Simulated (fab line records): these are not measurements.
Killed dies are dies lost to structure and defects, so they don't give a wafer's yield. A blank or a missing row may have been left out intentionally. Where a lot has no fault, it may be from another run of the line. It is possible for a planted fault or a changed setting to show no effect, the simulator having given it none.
Chamber matching :: flow nand_harc :: 4 sister chambers for NHARC_P_M2_ETCH_28 on rie_diel-05
The step etches the open film in CF4/N2, target depth 30 nm, time 72.99 s. 8 wafers are shown with their chamber, then 8 later ones without.

## WAFERS WITH THEIR CHAMBER
wafer: L763.2
chamber: 2
showerhead_plenum_p_Torr (Torr): 2.55
drypump_motor_current_A (A): 5.5

wafer: L763.5
chamber: 2
showerhead_plenum_p_Torr (Torr): 2.55
drypump_motor_current_A (A): 5.5

wafer: L765.5
chamber: 0
showerhead_plenum_p_Torr (Torr): 2.62
drypump_motor_current_A (A): 6.1

wafer: L765.6
chamber: 3
showerhead_plenum_p_Torr (Torr): 2.82
drypump_motor_current_A (A): 6.5

wafer: L767.1
chamber: 0
showerhead_plenum_p_Torr (Torr): 2.62
drypump_motor_current_A (A): 6.1

wafer: L767.2
chamber: 3
showerhead_plenum_p_Torr (Torr): 2.81
drypump_motor_current_A (A): 6.4

wafer: L767.3
chamber: 1
showerhead_plenum_p_Torr (Torr): 2.62
drypump_motor_current_A (A): 6.0

wafer: L774.1
chamber: 1
showerhead_plenum_p_Torr (Torr): 2.62
drypump_motor_current_A (A): 6.0

## WAFERS WHOSE CHAMBER IS MISSING
wafer: L774.4
showerhead_plenum_p_Torr (Torr): 2.81
drypump_motor_current_A (A): 6.4

wafer: L774.5
showerhead_plenum_p_Torr (Torr): 2.62
drypump_motor_current_A (A): 6.1

wafer: L775.1
showerhead_plenum_p_Torr (Torr): 2.55
drypump_motor_current_A (A): 5.5

wafer: L775.2
showerhead_plenum_p_Torr (Torr): 2.81
drypump_motor_current_A (A): 6.5

wafer: L775.3
showerhead_plenum_p_Torr (Torr): 2.62
drypump_motor_current_A (A): 6.0

wafer: L776.1
showerhead_plenum_p_Torr (Torr): 2.62
drypump_motor_current_A (A): 6.0

wafer: L776.3
showerhead_plenum_p_Torr (Torr): 2.62
drypump_motor_current_A (A): 6.1

wafer: L776.4
showerhead_plenum_p_Torr (Torr): 2.81
drypump_motor_current_A (A): 6.5

## THE CHAMBER EACH PASSED THROUGH
wafer: L774.4
from the rows above: 3
in truth: 3

wafer: L774.5
from the rows above: 0
in truth: 0

wafer: L775.1
from the rows above: 2
in truth: 2

wafer: L775.2
from the rows above: 3
in truth: 3

wafer: L775.3
from the rows above: 1
in truth: 1

wafer: L776.1
from the rows above: 1
in truth: 1

wafer: L776.3
from the rows above: 0
in truth: 0

wafer: L776.4
from the rows above: 3
in truth: 3
Correct placement for 8 of the 8. Left unplaced by these rows: 0. 0 placed wrongly.
How it was worked out, from the rows above alone: a wafer's distance from a chamber is the root of the sum, over the readings, of the square of ((its reading less the chamber's mean) divided by the reading's scatter). If the next closest chamber is less than 2 further off than the closest, the wafer can't be placed; otherwise it belongs to the closest. Each chamber's mean is taken over the wafers shown for it. The scatter is the square root of a quotient: the sum, over the shown wafers, of each reading's squared deviation from its chamber's mean, divided by wafers minus chambers.
